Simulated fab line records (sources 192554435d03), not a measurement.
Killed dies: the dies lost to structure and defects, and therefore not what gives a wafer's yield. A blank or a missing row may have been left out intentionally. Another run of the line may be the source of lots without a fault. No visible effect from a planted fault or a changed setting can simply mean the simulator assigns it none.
Matching of chambers | flow n5_finfet | N5_BEOL_M6_ETCH_65 on rie_diel-03 has 4 sister chambers
The step etches SiARC in CF4, target depth 15.6 nm, time 26 s. 14 wafers are shown with their chamber, then 7 later ones without.

## WAFERS, EACH WITH ITS CHAMBER
wafer  | chamber | showerhead_plenum_p_Torr (Torr) | throttle_valve_pct (%) | drypump_motor_current_A (A)
L077.1 | 0       | 2.16                            | 15.54                  | 5.0
L077.2 | 3       | 2.27                            | 15.40                  | 4.9
L077.5 | 0       | 2.16                            | 15.54                  | 5.0
L076.1 | 0       | 2.16                            | 15.56                  | 5.0
L076.5 | 3       | 2.27                            | 15.42                  | 4.8
L076.6 | 0       | 2.16                            | 15.56                  | 5.0
L082.1 | 3       | 2.26                            | 15.42                  | 4.8
L082.2 | 0       | 2.16                            | 15.58                  | 5.0
L082.5 | 0       | 2.16                            | 15.57                  | 5.0
L085.3 | 0       | 2.16                            | 15.59                  | 5.0
L085.5 | 2       | 2.04                            | 16.00                  | 5.2
L085.6 | 1       | 2.10                            | 15.11                  | 5.8
L087.4 | 2       | 2.04                            | 16.00                  | 5.2
L087.5 | 3       | 2.26                            | 15.43                  | 4.8

SIGNATURES (means of the wafers above)
reading                  | chamber 0 | chamber 1 | chamber 2 | chamber 3 | scatter within a chamber
showerhead_plenum_p_Torr | 2.1600    | 2.1000    | 2.0400    | 2.2650    | 0.00316
throttle_valve_pct       | 15.5629   | 15.1100   | 16.0000   | 15.4175   | 0.0162
drypump_motor_current_A  | 5.000     | 5.800     | 5.200     | 4.825     | 0.0274
Rule: for each reading, subtract the chamber's mean from the wafer's reading, divide by that reading's scatter and square the result; add these up over the readings and take the root, which gives the wafer's distance from the chamber. The wafer belongs to the nearest chamber; if the next one is less than 2 further off, it can't be placed. The scatter: the root of (the sum of the squares of (reading less its chamber's mean) over the shown wafers, divided by (wafers less chambers)).

## WAFERS MISSING THEIR CHAMBER
wafer  | showerhead_plenum_p_Torr (Torr) | throttle_valve_pct (%) | drypump_motor_current_A (A)
L087.6 | 2.16                            | 15.60                  | 5.0
L088.1 | 2.16                            | 15.59                  | 5.0
L088.2 | 2.04                            | 16.00                  | 5.2
L088.4 | 2.26                            | 15.45                  | 4.8
L094.1 | 2.15                            | 15.61                  | 5.0
L094.2 | 2.26                            | 15.46                  | 4.8
L094.5 | 2.15                            | 15.59                  | 5.0

## THE CHAMBER EACH PASSED THROUGH
wafer  | from the rows above | in truth
L087.6 | 0                   | 0
L088.1 | 0                   | 0
L088.2 | 2                   | 2
L088.4 | 3                   | 3
L094.1 | 0                   | 0
L094.2 | 3                   | 3
L094.5 | 0                   | 0
Placed correctly: 7 of 7. Left unplaced by these rows: 0. Placed wrongly: 0.
